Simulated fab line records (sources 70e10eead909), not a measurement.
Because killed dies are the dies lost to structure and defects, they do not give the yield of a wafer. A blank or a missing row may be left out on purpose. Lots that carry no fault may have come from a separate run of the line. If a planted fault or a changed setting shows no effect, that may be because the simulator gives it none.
What tool caused it? || flow nandHarc || 6 lots, 18 wafers sampled, at 5 steps of a route of 1302

WHAT THE GAUGES SHOWED, per wafer
NHARC_END_SORT_01.
{"lot": "L704", "measured": "day 25 08:48", "on": "prober-02", "killedAtArray": "51 65 67"}
{"lot": "L710", "measured": "day 28 17:14", "on": "prober-02", "killedAtArray": "63 53 50"}
{"lot": "L712", "measured": "day 29 14:12", "on": "prober-01", "killedAtArray": "54 69 44"}
{"lot": "L713", "measured": "day 30 18:10", "on": "prober-01", "killedAtArray": "49 49 62"}
{"lot": "L716", "measured": "day 31 09:53", "on": "prober-01", "killedAtArray": "676 675 677"}
{"lot": "L718", "measured": "day 31 16:09", "on": "prober-01", "killedAtArray": "668 672 671"}

WHICH TOOL RAN EACH LOT (tool, then ch and the chambers of the sampled wafers, then the start)
{"lot": "L704", "NHARC_A_CONTACT_ETCH_116": "harCapEtch-02 ch 0, day 22 09:42", "NHARC_A_CONTACT_ETCH_119": "harCapEtch-02 ch 0, day 22 10:23", "NHARC_A_CONTACT_STRIP_55": "rieDiel-04 ch 1,3, day 22 13:02", "NHARC_A_CONTACT_DEP_57": "aclDep-02 ch 0, day 22 15:49"}
{"lot": "L710", "NHARC_A_CONTACT_ETCH_116": "harCapEtch-03 ch 0,1, day 25 12:03", "NHARC_A_CONTACT_ETCH_119": "harCapEtch-03 ch 0,1, day 25 12:34", "NHARC_A_CONTACT_STRIP_55": "rieDiel-04 ch 1,2,3, day 25 14:51", "NHARC_A_CONTACT_DEP_57": "aclDep-01 ch 0, day 25 17:13"}
{"lot": "L712", "NHARC_A_CONTACT_ETCH_116": "harCapEtch-02 ch 0,1, day 26 04:02", "NHARC_A_CONTACT_ETCH_119": "harCapEtch-02 ch 0,1, day 26 04:32", "NHARC_A_CONTACT_STRIP_55": "rieDiel-04 ch 0,1,2, day 26 06:46", "NHARC_A_CONTACT_DEP_57": "aclDep-03 ch 0, day 26 16:59"}
{"lot": "L713", "NHARC_A_CONTACT_ETCH_116": "harCapEtch-01 ch 0,1, day 27 07:58", "NHARC_A_CONTACT_ETCH_119": "harCapEtch-01 ch 0,1, day 27 08:29", "NHARC_A_CONTACT_STRIP_55": "rieDiel-10 ch 0,1,3, day 27 10:44", "NHARC_A_CONTACT_DEP_57": "aclDep-02 ch 0, day 27 17:39"}
{"lot": "L716", "NHARC_A_CONTACT_ETCH_116": "harCapEtch-01 ch 0,1, day 27 18:03", "NHARC_A_CONTACT_ETCH_119": "harCapEtch-01 ch 0,1, day 27 18:34", "NHARC_A_CONTACT_STRIP_55": "rieDiel-01 ch 1,2,3, day 27 20:56", "NHARC_A_CONTACT_DEP_57": "aclDep-03 ch 0, day 28 06:41"}
{"lot": "L718", "NHARC_A_CONTACT_ETCH_116": "harCapEtch-01 ch 0,1, day 28 03:44", "NHARC_A_CONTACT_ETCH_119": "harCapEtch-01 ch 0,1, day 28 04:16", "NHARC_A_CONTACT_STRIP_55": "rieDiel-01 ch 0,2, day 28 06:29", "NHARC_A_CONTACT_DEP_57": "aclDep-01 ch 0, day 28 13:59"}
- NHARC_A_CONTACT_ETCH_116: etches the open film in C4F8/O2/Ar, time 190 s, target depth 1850 nm.
- NHARC_A_CONTACT_ETCH_119: etches the open film in C4F8/O2/Ar, time 190 s, target depth 1850 nm.
- NHARC_A_CONTACT_STRIP_55: strips in O2.
- NHARC_A_CONTACT_DEP_57: deposits aC, target thk 5300 nm.

THE ANSWER, worked out from the rows above alone
Rule: usual is defined by the lots themselves. Put in order of their means at a reading, lots are off if they are a third of the lots or fewer, leave a main group of 4 or more, and stand apart from it by a gap of 3 or more times the standard deviation of the main group's means; of several such gaps the widest counts. Not used: any main group whose means are identical at the precision the tables above print for the reading. Also off: a lot with no number at a reading for which 4 or more lots have one. Any other lot the step has rows for is counted as sound.
Off, at NHARC_END_SORT_01 on killedAtArray: L716, L718. The main group has a mean of 56 with a standard deviation of 2.8.
A tool fits if, at a process step before that reading, it ran every lot that is off, and no sound lot after the first of them. Gauges at NHARC_END_SORT_01: tried the same way as those tools. Can't be told from this: 3 tools fit, harCapEtch-01 at NHARC_A_CONTACT_ETCH_116 and NHARC_A_CONTACT_ETCH_119, rieDiel-01 at NHARC_A_CONTACT_STRIP_55, prober-01 at NHARC_END_SORT_01.

WHAT WAS PUT IN BY THE SIMULATOR
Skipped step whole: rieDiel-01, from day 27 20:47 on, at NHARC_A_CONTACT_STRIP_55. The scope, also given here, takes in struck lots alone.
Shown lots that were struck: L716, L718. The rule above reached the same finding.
